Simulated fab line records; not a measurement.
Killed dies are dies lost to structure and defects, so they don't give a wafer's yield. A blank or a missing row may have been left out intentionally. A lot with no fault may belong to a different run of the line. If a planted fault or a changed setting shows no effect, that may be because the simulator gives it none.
Split-lot study | flow n5_finfet | route with 1938 steps; 7 lots, 21 wafers read

ABOUT THE SPLIT
At N5_BEOL_M3_EXPOSE_25 (exposes mask V2, defocus 5 nm), the setting dose_mj was moved away from the recipe's 63 on 7 of the 21 wafers read, by -7.5% to +6.6%. This setting was run at the recipe's value on the other wafers.

FROM THE SPLIT TO THE READING: what the file shows between them, 2 steps
- N5_BEOL_M3_PEB_26: peb time 60 s
- N5_BEOL_M3_DEVELOP_27: develop time 30 s

THE READING
cd_nm, in nm, at N5_BEOL_M3_CD_MEAS_28 (target cd 25.7 nm, target cd y 23.3 nm). A value of 25.65 nm with a standard deviation of 0.22 nm is what fault-free wafers of this fab line usually give.

wafer  | tool, chamber at the split | dose_mj as run | against the recipe | cd_nm, nm | against lot-mates on the recipe
L080.1 | euv_scanner-01, 0          | 63             | recipe             | 25.81     | -
L080.5 | euv_scanner-01, 0          | 59.35          | -5.8%              | 24.68     | -1.07
L080.6 | euv_scanner-01, 0          | 63             | recipe             | 25.69     | -
L078.3 | euv_scanner-02, 0          | 63             | recipe             | 25.78     | -
L078.4 | euv_scanner-02, 0          | 63             | recipe             | 25.68     | -
L078.6 | euv_scanner-02, 0          | 63             | recipe             | 25.47     | -
L085.1 | euv_scanner-02, 0          | 63             | recipe             | 25.88     | -
L085.4 | euv_scanner-02, 0          | 63             | recipe             | 25.46     | -
L085.5 | euv_scanner-02, 0          | 63             | recipe             | 25.42     | -
L086.3 | euv_scanner-02, 0          | 59.94          | -4.9%              | 24.83     | -0.62
L086.5 | euv_scanner-02, 0          | 63             | recipe             | 25.22     | -
L086.6 | euv_scanner-02, 0          | 63             | recipe             | 25.67     | -
L091.2 | euv_scanner-02, 0          | 63             | recipe             | 25.88     | -
L091.3 | euv_scanner-02, 0          | 58.94          | -6.4%              | 24.48     | -1.40
L091.5 | euv_scanner-02, 0          | 58.94          | -6.4%              | 24.82     | -1.06
L094.3 | euv_scanner-01, 0          | 63             | recipe             | 26.00     | -
L094.5 | euv_scanner-01, 0          | 63             | recipe             | 25.66     | -
L094.6 | euv_scanner-01, 0          | 58.3           | -7.5%              | 24.55     | -1.28
L095.3 | euv_scanner-02, 0          | 63             | recipe             | 25.88     | -
L095.4 | euv_scanner-02, 0          | 67.14          | +6.6%              | 26.95     | +1.07
L095.6 | euv_scanner-02, 0          | 67.14          | +6.6%              | 27.24     | +1.36

FIT RESULTS
A straight line over all 21 wafers: cd_nm changes by +0.181 nm for each +1% of dose_mj; r = +0.95; the points scatter about the line by 0.21 nm.
The same after taking each lot's own level away (the mean of its wafers on the recipe; 21 wafers): +0.18 nm for each +1%; r = +0.97; scatter 0.17 nm.
Per that fit: largest dose_mj move, reading shift of 1.3 nm.
From 25.445 to 25.880 nm: that is the span of the lots' own levels, equal to 2.0 times the standard deviation above.
Hence the lot-to-lot level has little effect on the slope; both slopes agree.
Check: for one of the wafers moved furthest among these (-7.5%), held out of the fit, the line's prediction against its lot-mates is -1.34 nm. Against them it came out at -1.28 nm.

ADDITIONAL SPLITS CARRIED BY THESE WAFERS
These wafers also went through other splits before the reading. Each is held against what the fit with the lots' levels taken away leaves over:
other split on the same wafers   | wafers away from the commonest value | r with cd_nm (lot level and that fit taken away)
N5_BEOL_M0_SAQP_ETCH_88 source_w | 3                                    | -0.23
N5_BEOL_M1_PECVD_72 time_s       | 9                                    | -0.50

THE FILE'S OWN FIT
cd_nm changes by +0.176 nm for each +1% of dose_mj, r = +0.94.
